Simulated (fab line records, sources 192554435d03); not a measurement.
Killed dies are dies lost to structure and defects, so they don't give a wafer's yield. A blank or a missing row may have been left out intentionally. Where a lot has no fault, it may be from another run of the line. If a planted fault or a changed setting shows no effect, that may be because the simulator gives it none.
Split-lot trial / flow n5_finfet / on a route of 1938 steps: 7 lots, 21 wafers read

== THE SPLIT ==
At N5_BEOL_M10_COAT_63 (time 60 s, resist thk 100 nm), the setting spin_rpm was moved away from the recipe's 1500 rpm on 7 of the 21 wafers read, by -7.9% to -5.3%. The other wafers ran this setting at the recipe's value.

== FROM THE SPLIT TO THE READING: what the file shows between them, 7 steps ==
- N5_BEOL_M10_PEB_26: peb time 60 s (also split here: peb_time_s)
- N5_BEOL_M10_DEVELOP_27: develop time 30 s
- N5_BEOL_M10_CD_MEAS_28: target cd 70 nm
- N5_BEOL_M10_DESCUM_33: chemistry O2, time 7.9 s
- N5_BEOL_M10_ETCH_65: etches SiARC in CF4, target depth 39 nm, time 65 s
- N5_BEOL_M10_ETCH_66: etches SOC in N2/H2, target depth 120 nm, overetch 24 nm, time 180 s
- N5_BEOL_M10_STRIP_69: strips in N2/H2

== THE READING ==
SOC_of_BEOL_M10_COAT_63.thk_nm (the simulator's own value, which no gauge read), in nm, at N5_BEOL_M10_VIA_ETCH_34 (etches SiCOH lowk in C4F6/O2, target depth 184.5 nm, time 69.2 s). The file gives no usual value for it. Here, 14 wafers ran the recipe; their average is 92.1 nm with a standard deviation of 0.28 nm.

wafer=L074.3; tool, chamber at the split=litho_track-05, 0; spin_rpm as run, rpm=1500; against the recipe=recipe; SOC_of_BEOL_M10_COAT_63.thk_nm, nm=92.8; against lot-mates on the recipe=-
wafer=L074.4; tool, chamber at the split=litho_track-05, 0; spin_rpm as run, rpm=1500; against the recipe=recipe; SOC_of_BEOL_M10_COAT_63.thk_nm, nm=92; against lot-mates on the recipe=-
wafer=L074.6; tool, chamber at the split=litho_track-05, 0; spin_rpm as run, rpm=1500; against the recipe=recipe; SOC_of_BEOL_M10_COAT_63.thk_nm, nm=92.2; against lot-mates on the recipe=-
wafer=L083.2; tool, chamber at the split=litho_track-04, 0; spin_rpm as run, rpm=1500; against the recipe=recipe; SOC_of_BEOL_M10_COAT_63.thk_nm, nm=92; against lot-mates on the recipe=-
wafer=L083.3; tool, chamber at the split=litho_track-04, 0; spin_rpm as run, rpm=1500; against the recipe=recipe; SOC_of_BEOL_M10_COAT_63.thk_nm, nm=92; against lot-mates on the recipe=-
wafer=L083.6; tool, chamber at the split=litho_track-04, 0; spin_rpm as run, rpm=1500; against the recipe=recipe; SOC_of_BEOL_M10_COAT_63.thk_nm, nm=91.8; against lot-mates on the recipe=-
wafer=L084.1; tool, chamber at the split=litho_track-04, 0; spin_rpm as run, rpm=1500; against the recipe=recipe; SOC_of_BEOL_M10_COAT_63.thk_nm, nm=92; against lot-mates on the recipe=-
wafer=L084.5; tool, chamber at the split=litho_track-04, 0; spin_rpm as run, rpm=1500; against the recipe=recipe; SOC_of_BEOL_M10_COAT_63.thk_nm, nm=92; against lot-mates on the recipe=-
wafer=L084.2; tool, chamber at the split=litho_track-04, 0; spin_rpm as run, rpm=1500; against the recipe=recipe; SOC_of_BEOL_M10_COAT_63.thk_nm, nm=92.2; against lot-mates on the recipe=-
wafer=L085.1; tool, chamber at the split=litho_track-04, 0; spin_rpm as run, rpm=1420; against the recipe=-5.3%; SOC_of_BEOL_M10_COAT_63.thk_nm, nm=94.4; against lot-mates on the recipe=+2.2
wafer=L085.2; tool, chamber at the split=litho_track-04, 0; spin_rpm as run, rpm=1420; against the recipe=-5.3%; SOC_of_BEOL_M10_COAT_63.thk_nm, nm=94.6; against lot-mates on the recipe=+2.4
wafer=L085.6; tool, chamber at the split=litho_track-04, 0; spin_rpm as run, rpm=1500; against the recipe=recipe; SOC_of_BEOL_M10_COAT_63.thk_nm, nm=92.2; against lot-mates on the recipe=-
wafer=L089.1; tool, chamber at the split=litho_track-05, 0; spin_rpm as run, rpm=1382; against the recipe=-7.9%; SOC_of_BEOL_M10_COAT_63.thk_nm, nm=96.2; against lot-mates on the recipe=+3.6
wafer=L089.2; tool, chamber at the split=litho_track-05, 0; spin_rpm as run, rpm=1382; against the recipe=-7.9%; SOC_of_BEOL_M10_COAT_63.thk_nm, nm=96.6; against lot-mates on the recipe=+4.0
wafer=L089.4; tool, chamber at the split=litho_track-05, 0; spin_rpm as run, rpm=1500; against the recipe=recipe; SOC_of_BEOL_M10_COAT_63.thk_nm, nm=92.6; against lot-mates on the recipe=-
wafer=L092.2; tool, chamber at the split=litho_track-02, 0; spin_rpm as run, rpm=1386; against the recipe=-7.6%; SOC_of_BEOL_M10_COAT_63.thk_nm, nm=95.8; against lot-mates on the recipe=no lot-mate on the recipe
wafer=L092.6; tool, chamber at the split=litho_track-02, 0; spin_rpm as run, rpm=1386; against the recipe=-7.6%; SOC_of_BEOL_M10_COAT_63.thk_nm, nm=95.8; against lot-mates on the recipe=no lot-mate on the recipe
wafer=L092.4; tool, chamber at the split=litho_track-02, 0; spin_rpm as run, rpm=1386; against the recipe=-7.6%; SOC_of_BEOL_M10_COAT_63.thk_nm, nm=95.4; against lot-mates on the recipe=no lot-mate on the recipe
wafer=L096.2; tool, chamber at the split=litho_track-02, 0; spin_rpm as run, rpm=1500; against the recipe=recipe; SOC_of_BEOL_M10_COAT_63.thk_nm, nm=91.8; against lot-mates on the recipe=-
wafer=L096.5; tool, chamber at the split=litho_track-02, 0; spin_rpm as run, rpm=1500; against the recipe=recipe; SOC_of_BEOL_M10_COAT_63.thk_nm, nm=91.8; against lot-mates on the recipe=-
wafer=L096.4; tool, chamber at the split=litho_track-02, 0; spin_rpm as run, rpm=1500; against the recipe=recipe; SOC_of_BEOL_M10_COAT_63.thk_nm, nm=92; against lot-mates on the recipe=-

THE FIT
A straight line over all 21 wafers: SOC_of_BEOL_M10_COAT_63.thk_nm changes by -0.495 nm for each +1% of spin_rpm; r = -0.98; the points scatter about the line by 0.31 nm.
The same after taking each lot's own level away (the mean of its wafers on the recipe; 18 wafers): -0.468 nm for each +1%; r = -0.99; scatter 0.2 nm.
Per that fit: largest spin_rpm move, reading shift of 3.7 nm.
From 91.87 to 92.60 nm: that is the span of the lots' own levels, equal to 2.6 times the standard deviation above.
So the lot-to-lot level changes the slope little: the two slopes agree.
Check: +3.71 nm against its lot-mates is what the line predicts for one of the wafers moved furthest among these (-7.9%) when that wafer is left out of the fit. Against them it came out at +3.6 nm.

== ADDITIONAL SPLITS CARRIED BY THESE WAFERS ==
Note: prior to the reading, these wafers also went through further splits. Each is held against what the fit with the lots' levels taken away leaves over:
other split on the same wafers=N5_BEOL_M8_ETCH_62 source_w; wafers away from the commonest value=6; r with SOC_of_BEOL_M10_COAT_63.thk_nm (lot level and that fit taken away)=+0.31
other split on the same wafers=N5_BEOL_M9_COAT_60 spin_rpm; wafers away from the commonest value=8; r with SOC_of_BEOL_M10_COAT_63.thk_nm (lot level and that fit taken away)=-0.22
other split on the same wafers=N5_BEOL_M9_ETCH_62 time_s; wafers away from the commonest value=5; r with SOC_of_BEOL_M10_COAT_63.thk_nm (lot level and that fit taken away)=+0.17
other split on the same wafers=N5_BEOL_M10_PEB_26 peb_time_s; wafers away from the commonest value=6; r with SOC_of_BEOL_M10_COAT_63.thk_nm (lot level and that fit taken away)=+0.12

== THE WHOLE CHAIN: every reading that the file lists as answering this split, in the file's order ==
step=N5_BEOL_M10_COAT_63; what it does=time 60 s, resist thk 100 nm; reading=SOC_of_BEOL_M10_COAT_63.thk_nm (the simulator's own value, which no gauge read); change (the file's fit)=-0.496 nm for each +1% of the setting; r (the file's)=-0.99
step=N5_BEOL_M10_ETCH_66; what it does=etches SOC in N2/H2, target depth 120 nm, overetch 24 nm, time 180 s; reading=etch.depth_nm (the simulator's own value, which no gauge read); change (the file's fit)=-0.495 nm for each +1% of the setting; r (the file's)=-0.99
step=N5_BEOL_M10_VIA_ETCH_34; what it does=etches SiCOH lowk in C4F6/O2, target depth 184.5 nm, time 69.2 s; reading=SOC_of_BEOL_M10_COAT_63.thk_nm (the simulator's own value, which no gauge read); change (the file's fit)=-0.467 nm for each +1% of the setting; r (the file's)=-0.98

== FILE'S OWN FIT ==
SOC_of_BEOL_M10_COAT_63.thk_nm changes by -0.467 nm for each +1% of spin_rpm, r = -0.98.
